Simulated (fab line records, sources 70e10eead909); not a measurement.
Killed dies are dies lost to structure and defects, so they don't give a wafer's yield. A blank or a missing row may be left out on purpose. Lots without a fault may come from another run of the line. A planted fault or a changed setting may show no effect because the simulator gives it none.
fab line records | flow nand_harc
record lots=12 wafers=36 last_day=28
route steps=1159 shown P_GATE@119 END@1159
lots that met no fault: from a run of the same line without faults
start_h: hours from the record's first day to the start of the lot's first wafer shown | wait_h: hours since the lot's step before | " the same as in the row above | L1.1+2: a row that stands for several wafers | - no value, or no start given | * or withheld: withheld | < > ~ a bound
route shown NAME@n: a module of which the file shows steps, and the number in the route of the first | usual: mean/standard deviation of fault-free wafers | same: alike in all rows | chamber/n: place in a boat | sites: the reading at each site | _std_site: their standard deviation | _edge_site: outer sites' mean less inner sites' | radius_mm: how far each site lies from the wafer's centre | mask NAME#n: copy n | behind: the tool/chamber that last shaped the wafer | hold: why the lot was held/for how many hours/how that ended | device: the transistor (n, p or np) that didn't switch | end of line: the same wafers' tests at the end of the route | a step without rows: its recipe alone | killed: dies lost to structure and defects at the first sort, not the wafer's yield | map: a wafer's dies, x killed, . not, _ none there
set.NAME: the setting as run; set.NAME@STEP: as run at that earlier step | model.NAME: the simulator's own value behind a step, which no gauge read
steps of the route over a sample of lots; a table a step, a row a wafer
services: from which hour (start_h, from the record's first day; less than 0 if before it) a tool's chamber was out of use, for how many hours, and why
## steps
# step NHARC_P_GATE_EXPOSE_08
# recipe na=0.6 dose_mj=16.75 mask_id=P_HV
# columns lot.wafer tool chamber start_h wait_h mask
L662.1+4+6 krf_scanner-02 0 111.18 - P_HV#0
L661.1+2+6 krf_scanner-02 0 111.22 - P_HV#0
L659.1+5+6 krf_scanner-02 0 111.29 - P_HV#0
L663.1+3+6 krf_scanner-02 0 114.83 - P_HVPW#0
L667.1+2+5 krf_scanner-01 0 115.10 - P_HV#0
L671.1+3+5 krf_scanner-02 0 151.01 - P_HV#0
L673.1+2+4 krf_scanner-02 0 154.35 - P_HV#0
L675.1+2+6 krf_scanner-01 0 168.79 - P_HV#0
L677.1+2+6 krf_scanner-02 0 176.76 - P_HV#0
L676.4+5+6 krf_scanner-04 0 176.94 - P_HV#0
L680.2+4+5 krf_scanner-04 0 193.71 - P_HV#0
L682.1+2+6 krf_scanner-04 0 204.80 - P_HV#0
# step NHARC_P_GATE_CD_MEAS_11
# recipe target_cd_nm=1640 landing_energy_ev=500
# usual cd_nm=1640.2/1.6
# columns lot.wafer tool chamber start_h wait_h cd_nm
L662.1 cd_sem-03 0 111.34 - 1639.7
L662.4 " 0 " " 1640.4
L662.6 " 0 " " 1640.0
L661.1 cd_sem-01 0 111.38 - 1638.6
L661.2 " 0 " " 1637.4
L661.6 " 0 " " 1638.2
L659.1 cd_sem-03 0 111.45 - 1640.8
L659.5 " 0 " " 1638.1
L659.6 " 0 " " 1639.4
L663.1 cd_sem-01 0 114.99 - -
L663.3 " 0 " " -
L663.6 " 0 " " -
L667.1 cd_sem-02 0 115.26 - 1637.2
L667.2 " 0 " " 1638.3
L667.5 " 0 " " 1638.2
L671.1 cd_sem-02 0 151.17 - 1638.3
L671.3 " 0 " " 1642.6
L671.5 " 0 " " 1641.3
L673.1 cd_sem-03 0 154.51 - 1640.2
L673.2 " 0 " " 1641.1
L673.4 " 0 " " 1642.4
L675.1 cd_sem-02 0 168.94 - 1641.3
L675.2 " 0 " " 1638.9
L675.6 " 0 " " 1639.2
L677.1 cd_sem-03 0 176.91 - 1642.8
L677.2 " 0 " " 1641.1
L677.6 " 0 " " 1640.5
L676.4 cd_sem-01 0 177.09 - 1643.0
L676.5 " 0 " " 1641.1
L676.6 " 0 " " 1642.4
L680.2 cd_sem-01 0 193.86 - 1638.0
L680.4 " 0 " " 1636.1
L680.5 " 0 " " 1637.6
L682.1 cd_sem-01 0 204.96 - 1641.3
L682.2 " 0 " " 1641.4
L682.6 " 0 " " 1639.8
# step NHARC_P_GATE_HM_DEP_102
# recipe target_thk_a=1200 temp_c=400 material=aC
# usual throttle_valve_pct=34.999/0.0087
# columns lot.wafer tool chamber start_h wait_h throttle_valve_pct
L662.1 acl_dep-02 0 125.35 1.9 35.010
L662.4 " 0 " " 34.996
L662.6 " 0 " " 35.011
L661.1 acl_dep-03 0 126.62 3.1 34.993
L661.2 " 0 " " 34.990
L661.6 " 0 " " 34.979
L659.1 acl_dep-01 0 127.13 3.6 35.006
L659.5 " 0 " " 34.991
L659.6 " 0 " " 34.989
L663.1 acl_dep-01 0 129.00 1.0 35.007
L663.3 " 0 " " 34.991
L663.6 " 0 " " 35.005
L667.1 acl_dep-03 0 129.73 1.8 35.003
L667.2 " 0 " " 34.985
L667.5 " 0 " " 34.997
L671.1 acl_dep-02 0 162.89 0.4 35.003
L671.3 " 0 " " 34.977
L671.5 " 0 " " 34.997
L673.1 acl_dep-01 0 168.99 2.6 35.005
L673.2 " 0 " " 34.997
L673.4 " 0 " " 34.994
L675.1 acl_dep-02 0 182.21 0.4 34.988
L675.2 " 0 " " 34.999
L675.6 " 0 " " 34.980
L677.1 acl_dep-03 0 189.23 0.4 34.997
L677.2 " 0 " " 34.991
L677.6 " 0 " " 35.004
L676.4 acl_dep-01 0 189.56 0.7 35.004
L676.5 " 0 " " 35.013
L676.6 " 0 " " 34.997
L680.2 acl_dep-01 0 206.53 0.5 35.002
L680.4 " 0 " " 35.002
L680.5 " 0 " " 35.022
L682.1 acl_dep-01 0 219.43 2.8 34.997
L682.2 " 0 " " 35.017
L682.6 " 0 " " 34.997
# step NHARC_P_GATE_ETCH_104
# recipe target_depth_a=600 time_s=withheld cf4_flow_sccm=100 chf3_flow_sccm=30 ar_flow_sccm=0 rf_w=500 bias_w=200 chemistry=CF4/CHF3
# usual drypump_motor_current_A=5.7/0.6 oes_product_au=0.936/0.018 rf_vpp_V=371.6/2.4 showerhead_plenum_p_Torr=1.60/0.068 throttle_valve_pct=16.803/0.0093
# columns lot.wafer tool chamber start_h wait_h drypump_motor_current_A oes_product_au rf_vpp_V showerhead_plenum_p_Torr throttle_valve_pct
L662.4 rie_diel-06 3 127.18 0.1 5.8 0.919 373.0 1.65 16.785
L662.1 " 2 " " 5.3 0.931 368.9 1.50 16.799
L662.6 " 0 " " 6.7 0.943 371.5 1.61 16.810
L661.1 rie_diel-06 1 128.89 0.4 5.0 0.911 374.1 1.68 16.823
L661.2 " 3 " " 5.8 0.943 373.5 1.65 16.814
L661.6 " 1 " " 5.0 0.910 373.1 1.68 16.827
L659.1 rie_diel-06 2 129.16 0.1 5.3 0.951 368.4 1.49 16.798
L659.5 " 3 " " 5.9 0.935 372.6 1.65 16.784
L659.6 " 0 " " 6.7 0.945 372.3 1.61 16.800
L663.1 rie_diel-06 3 130.49 0.1 5.8 0.945 373.4 1.65 16.794
L663.3 " 2 " " 5.3 0.962 367.6 1.49 16.799
L663.6 " 0 " " 6.7 0.952 371.8 1.61 16.818
L667.1 rie_diel-06 1 131.63 0.2 5.0 0.927 374.2 1.68 16.804
L667.2 " 2 " " 5.3 0.940 366.3 1.49 16.810
L667.5 " 1 " " 5.0 0.926 374.3 1.68 16.801
L671.1 rie_diel-06 2 164.58 0.1 5.3 0.948 367.9 1.49 16.814
L671.3 " 1 " " 5.0 0.939 373.5 1.68 16.802
L671.5 " 3 " " 5.9 0.946 372.7 1.65 16.816
L673.4 rie_diel-06 2 170.78 0.1 5.3 0.921 368.1 1.49 16.801
L673.1 " 3 " " 5.8 0.914 373.4 1.65 16.801
L673.2 " 0 " " 6.7 0.916 371.5 1.61 16.804
L675.2 rie_diel-05 0 183.75 0.1 5.3 0.958 371.9 1.59 16.793
L675.1 " 2 " " 6.5 0.967 374.1 1.65 16.798
L675.6 " 0 " " 5.2 0.956 372.8 1.59 16.795
L677.2 rie_diel-06 3 190.84 0.1 5.9 0.925 371.9 1.65 16.796
L677.1 " 1 " " 5.0 0.911 374.8 1.68 16.819
L677.6 " 2 " " 5.3 0.931 368.5 1.49 16.804
L676.4 rie_diel-05 1 191.07 0.1 6.1 0.918 368.4 1.55 16.801
L676.5 " 3 " " 5.5 0.921 369.1 1.52 16.793
L676.6 " 0 " " 5.2 0.917 370.8 1.59 16.797
L680.2 rie_diel-05 1 208.16 0.1 6.1 0.927 369.9 1.55 16.802
L680.4 " 2 " " 6.4 0.920 372.8 1.64 16.803
L680.5 " 1 " " 6.1 0.931 369.6 1.55 16.802
L682.1 rie_diel-06 0 221.05 0.1 6.7 0.927 370.9 1.61 16.813
L682.2 " 2 " " 5.3 0.928 368.2 1.49 16.819
L682.6 " 3 " " 5.9 0.915 372.9 1.65 16.805
# step NHARC_P_GATE_HM_OPEN_105
# recipe target_depth_a=3600 o2_flow_sccm=400 cos_flow_sccm=20 ar_flow_sccm=0 rf_w=500 bias_w=300 chemistry=O2/COS
# usual drypump_motor_current_A=5.7/0.6 oes_product_au=1.000/0.01 rf_vpp_V=468/3.1 showerhead_plenum_p_Torr=3.18/0.14 throttle_valve_pct=28.331/0.0086
# columns lot.wafer tool chamber start_h wait_h drypump_motor_current_A oes_product_au rf_hours_counter_h rf_vpp_V showerhead_plenum_p_Torr throttle_valve_pct
L662.1 rie_diel-06 1 - - 5.0 0.976 10 472 3.34 28.315
L662.4 " 2 " " 5.3 1.001 10 463 2.97 28.331
L662.6 " 3 " " 5.9 0.986 - 470 3.28 28.312
L661.2 rie_diel-06 3 - - 5.8 0.985 9 470 3.28 28.339
L661.1 " 0 " " 6.7 0.998 10 469 3.20 28.324
L661.6 " 1 " " 5.0 0.986 - 472 3.34 28.323
L659.1 rie_diel-06 2 - - 5.3 1.008 11 463 2.97 28.335
L659.5 " 2 " " 5.3 1.020 - 464 2.97 28.326
L659.6 " 3 " " 5.9 0.996 - 470 3.28 28.324
L663.3 rie_diel-06 1 - - 5.0 0.983 11 470 3.34 28.332
L663.1 " 0 " " 6.7 1.011 11 468 3.20 28.333
L663.6 " 2 " " 5.3 1.011 - 464 2.97 28.333
L667.1 rie_diel-06 0 - - 6.7 1.012 11 469 3.20 28.321
L667.2 " 1 " " 5.0 0.988 11 472 3.33 28.328
L667.5 " 2 " " 5.3 1.014 - 463 2.97 28.330
L671.1 rie_diel-06 0 - - 6.7 0.999 19 467 3.20 28.330
L671.3 " 2 " " 5.3 1.012 22 464 2.96 28.323
L671.5 " 0 " " 6.7 1.007 - 470 3.20 28.336
L673.2 rie_diel-06 1 - - 5.0 0.989 22 472 3.33 28.343
L673.4 " 2 " " 5.3 1.014 23 464 2.96 28.316
L673.1 " 3 " " 5.9 1.002 21 470 3.27 28.333
L675.2 rie_diel-05 1 - - 6.1 1.000 2 467 3.08 28.340
L675.1 " 2 " " 6.4 1.008 2 472 3.26 28.320
L675.6 " 0 " " 5.3 0.992 - 468 3.16 28.329
L677.2 rie_diel-06 0 - - 6.8 0.997 26 469 3.19 28.339
L677.1 " 1 " " 5.0 0.981 27 473 3.33 28.344
L677.6 " 2 " " 5.3 1.005 - 463 2.96 28.347
L676.4 rie_diel-05 1 - - 6.1 1.004 3 466 3.08 28.341
L676.5 " 3 " " 5.5 0.999 - 465 3.02 28.330
L676.6 " 0 " " 5.3 0.991 - 469 3.16 28.337
L680.4 rie_diel-05 2 - - 6.5 0.992 8 471 3.26 28.318
L680.2 " 1 " " 6.1 1.006 8 466 3.08 28.324
L680.5 " 3 " " 5.5 1.009 - 465 3.02 28.335
L682.2 rie_diel-06 3 - - 5.9 0.999 28 471 3.27 28.328
L682.1 " 1 " " 5.0 0.983 29 469 3.33 28.327
L682.6 " 3 " " 5.9 1.006 - 470 3.27 28.333
# step NHARC_END_SORT_01
# recipe temp_c=25
# usual killed_at_array=29/11 killed_at_other=0.5/0.85 killed_at_periphery=3.0/2.3 killed_dies=33/12 killed_open=3.3/1.9 killed_short=2.0/1.5
# same gross_dies=677
# columns lot.wafer tool chamber start_h wait_h killed_at_array killed_at_other killed_at_periphery killed_dies killed_open killed_short
L663.1 prober-02 0 576.26 2.5 20 0 657 677 2 1
L663.3 prober-02 0 577.88 3.1 13 0 664 677 3 1
L663.6 prober-02 0 580.30 4.0 27 0 650 677 2 3
# killed by level:class
L663.1 P_GATE:area_expose=655 A_CONTACT:chamber_film_flake=7 A_CHANNEL_HOLE_D1:chamber_film_flake=5 A_BLC:chamber_film_flake=4 A_WL_FILL:chamber_film_flake=2 P_CONTACT:geometric_particle:open=1 A_CONTACT:geometric_particle:short=1 A_M1:geometric_particle:open=1
L663.3 P_GATE:area_expose=660 A_CHANNEL_HOLE_D1:chamber_film_flake=4 A_CONTACT:chamber_film_flake=3 A_BLC:chamber_film_flake=3 P_STI:chamber_film_flake=2 P_GATE:geometric_particle:open=1 A_CHANNEL_HOLE_D1:geometric_particle:short=1 A_WL_FILL:geometric_particle:open=1
L663.6 P_GATE:area_expose=649 A_CHANNEL_HOLE_D1:chamber_film_flake=8 A_CONTACT:chamber_film_flake=7 A_BLC:chamber_film_flake=6 A_CHANNEL_FILL_D1:geometric_particle:short=2 A_SLIT:geometric_particle:open=1 A_CONTACT:geometric_particle:short=1 A_M0:geometric_particle:open=1
## services
# columns tool chamber start_h hours kind
rie_diel-06 0 98.08 - clean
rie_diel-06 1 98.08 - clean
rie_diel-06 2 98.08 - clean
rie_diel-06 3 98.08 - clean
rie_diel-06 3 110.11 6.4 repair
krf_scanner-01 - 110.63 0.5 repair
acl_dep-01 - 111.00 13.0 pm
rie_diel-05 1 122.07 8.1 repair
rie_diel-06 0 122.58 - clean
rie_diel-06 1 122.58 - clean
rie_diel-06 2 122.58 - clean
rie_diel-06 3 122.58 - clean
krf_scanner-04 - 126.00 4.0 pm
krf_scanner-02 - 131.74 0.8 repair
rie_diel-06 0 147.09 - clean
rie_diel-06 1 147.09 - clean
rie_diel-06 2 147.09 - clean
rie_diel-06 3 147.09 - clean
rie_diel-06 0 148.36 2.1 repair
rie_diel-05 - 163.60 9.0 pm
acl_dep-02 - 168.25 13.0 pm
rie_diel-06 - 168.29 2.1 repair
rie_diel-05 0 209.18 6.5 repair
krf_scanner-02 - 210.00 4.0 pm
## key
first_sign step=NHARC_P_GATE_EXPOSE_08 reading=mask direction=changed
effect step=NHARC_P_GATE_CD_MEAS_11 reading=cd_nm direction=missing
effect step=NHARC_END_SORT_01 reading=killed_at_periphery direction=up sigmas=99+ usual=3.0 struck=657
more_kills_born_at NHARC_P_GATE_EXPOSE_08@krf_scanner-02=1964
met_at NHARC_P_GATE_EXPOSE_08
struck_lots L663
later_rows_left_out L663.1,L663.3,L663.6
tester_left_out L663
not_acting_at NHARC_P_GATE_HM_DEP_102,NHARC_P_GATE_ETCH_104,NHARC_P_GATE_HM_OPEN_105
onset_between 111.29 114.83
fault kind=wrong_mask tool=any chamber=- onset_h=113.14 steps=NHARC_P_GATE_EXPOSE_08 aux_copy=P_HVPW#0 scope=struck_lots_only
# tester_left_out: of these lots the tester's yield and bins aren't shown, on N5 and GAA mostly nor the transistor test; their killed dies are dies lost to structure and defects alone, not to doping, threshold or leakage, so they don't give the yield
# later_rows_left_out: the simulator's readings of these wafers behind a module that went badly wrong aren't trusted and aren't shown, but for the sort
